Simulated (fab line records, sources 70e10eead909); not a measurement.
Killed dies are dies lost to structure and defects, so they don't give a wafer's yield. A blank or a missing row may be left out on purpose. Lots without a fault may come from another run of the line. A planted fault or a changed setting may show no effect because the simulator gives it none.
Which tool did it? | flow nand_harc | 24 lots, 72 wafers sampled, at 2 steps of a route of 1159

WHAT THE GAUGES READ, wafer by wafer
NHARC_A_ONON_D1_THK_MEAS_14: measures by ellipsometry.
lot  | measured     | on            | thk_nm (nm)
L074 | day 7 13:12  | film_metro-02 | 1000 997 999
L075 | day 7 12:59  | film_metro-01 | 995 994 996
L077 | day 8 08:51  | film_metro-01 | 1003 1002 1002
L076 | day 8 08:52  | film_metro-01 | 1008 1007 1008
L078 | day 8 08:52  | film_metro-02 | 1010 1010 1010
L080 | day 8 19:22  | film_metro-02 | 992 992 992
L079 | day 8 19:34  | film_metro-01 | 982 981 981
L081 | day 9 11:50  | film_metro-01 | 995 996 999
L082 | day 9 18:42  | film_metro-02 | 984 985 984
L083 | day 9 23:51  | film_metro-02 | 985 987 987
L084 | day 10 06:04 | film_metro-02 | 991 992 992
L085 | day 10 06:04 | film_metro-02 | 986 988 986
L086 | day 11 04:32 | film_metro-01 | 989 990 991
L087 | day 11 04:35 | film_metro-02 | 997 999 999
L089 | day 11 04:35 | film_metro-01 | 985 987 986
L088 | day 11 09:14 | film_metro-02 | 1005 1007 1007
L090 | day 11 22:37 | film_metro-01 | 993 994 995
L091 | day 11 22:41 | film_metro-02 | 997 998 997
L092 | day 12 07:30 | film_metro-01 | 996 997 997
L093 | day 12 17:43 | film_metro-01 | 992 993 992
L094 | day 12 17:43 | film_metro-02 | 999 1001 999
L095 | day 13 03:07 | film_metro-02 | 1000 1001 1002
L096 | day 13 03:14 | film_metro-02 | 1008 1007 1008
L097 | day 13 09:13 | film_metro-01 | 1000 1000 999

WHICH TOOL RAN EACH LOT (tool, then ch and the chambers of the sampled wafers, then the start)
lot  | NHARC_P_BONDPAD_PVD_27
L074 | pvd_sputter-03, day 6 09:13
L075 | pvd_sputter-02, day 7 12:59 or earlier
L077 | pvd_sputter-03, day 8 08:51 or earlier
L076 | pvd_sputter-03, day 8 08:52 or earlier
L078 | pvd_sputter-03, day 8 08:52 or earlier
L080 | pvd_sputter-02, day 8 19:22 or earlier
L079 | pvd_sputter-03, day 8 19:34 or earlier
L081 | pvd_sputter-01, day 9 11:50 or earlier
L082 | pvd_sputter-03, day 9 18:42 or earlier
L083 | pvd_sputter-03, day 9 23:51 or earlier
L084 | pvd_sputter-01, day 10 06:04 or earlier
L085 | pvd_sputter-02, day 10 06:04 or earlier
L086 | pvd_sputter-03, day 11 04:32 or earlier
L087 | pvd_sputter-01, day 11 04:35 or earlier
L089 | pvd_sputter-03, day 11 04:35 or earlier
L088 | pvd_sputter-03, day 11 09:14 or earlier
L090 | pvd_sputter-01, day 11 22:37 or earlier
L091 | pvd_sputter-02, day 11 22:41 or earlier
L092 | pvd_sputter-02, day 12 07:30 or earlier
L093 | pvd_sputter-02, day 12 17:43 or earlier
L094 | pvd_sputter-01, day 12 17:43 or earlier
L095 | pvd_sputter-02, day 13 03:07 or earlier
L096 | pvd_sputter-02, day 13 03:14 or earlier
L097 | pvd_sputter-03, day 13 09:13 or earlier
- NHARC_P_BONDPAD_PVD_27: deposits Cu, target thk 30 nm, time 20.49 s.

WHAT THE TOOLS THEMSELVES READ (means of the sampled wafers that have a number; where no wafer has one, the mark that the record gives instead)
NHARC_P_BONDPAD_PVD_27.
lot  | tool           | throttle_valve_pct (%)
L074 | pvd_sputter-03 | 30.3
L075 | pvd_sputter-02 | 30.0
L077 | pvd_sputter-03 | 30.8
L076 | pvd_sputter-03 | 30.6
L078 | pvd_sputter-03 | 30.3
L080 | pvd_sputter-02 | 29.7
L079 | pvd_sputter-03 | 30.5
L081 | pvd_sputter-01 | 29.5
L082 | pvd_sputter-03 | 30.3
L083 | pvd_sputter-03 | 30.3
L084 | pvd_sputter-01 | 28.7
L085 | pvd_sputter-02 | 30.6
L086 | pvd_sputter-03 | 30.4
L087 | pvd_sputter-01 | 30.2
L089 | pvd_sputter-03 | 30.5
L088 | pvd_sputter-03 | 30.6
L090 | pvd_sputter-01 | 29.9
L091 | pvd_sputter-02 | 29.6
L092 | pvd_sputter-02 | 30.0
L093 | pvd_sputter-02 | 29.5
L094 | pvd_sputter-01 | 29.7
L095 | pvd_sputter-02 | 29.5
L096 | pvd_sputter-02 | 30.4
L097 | pvd_sputter-03 | 31.0

THE ANSWER, worked out from the rows above alone
Rule: what is usual is taken from the lots themselves. Put in order of their means at a reading, lots are off if they are a third of the lots or fewer, leave a main group of 4 or more, and stand apart from it by a gap of 3 or more times the standard deviation of the main group's means; of several such gaps the widest counts. A main group whose means are all the same, to the digits that the tables above print for the reading, isn't used. A lot without any number at a reading at which 4 lots or more have one is off too. The other lots that the step has rows for count as sound. The gauges are gone through in route order, then the tools' own readings, and for those a lot's mean is taken as printed above. The first step at which some lot is off is used, and at that step the reading that is off furthest; a lot without a number counts as furthest.
No lot is off at any reading shown: from this, nothing can be told.

WHAT THE SIMULATOR HAD PUT IN
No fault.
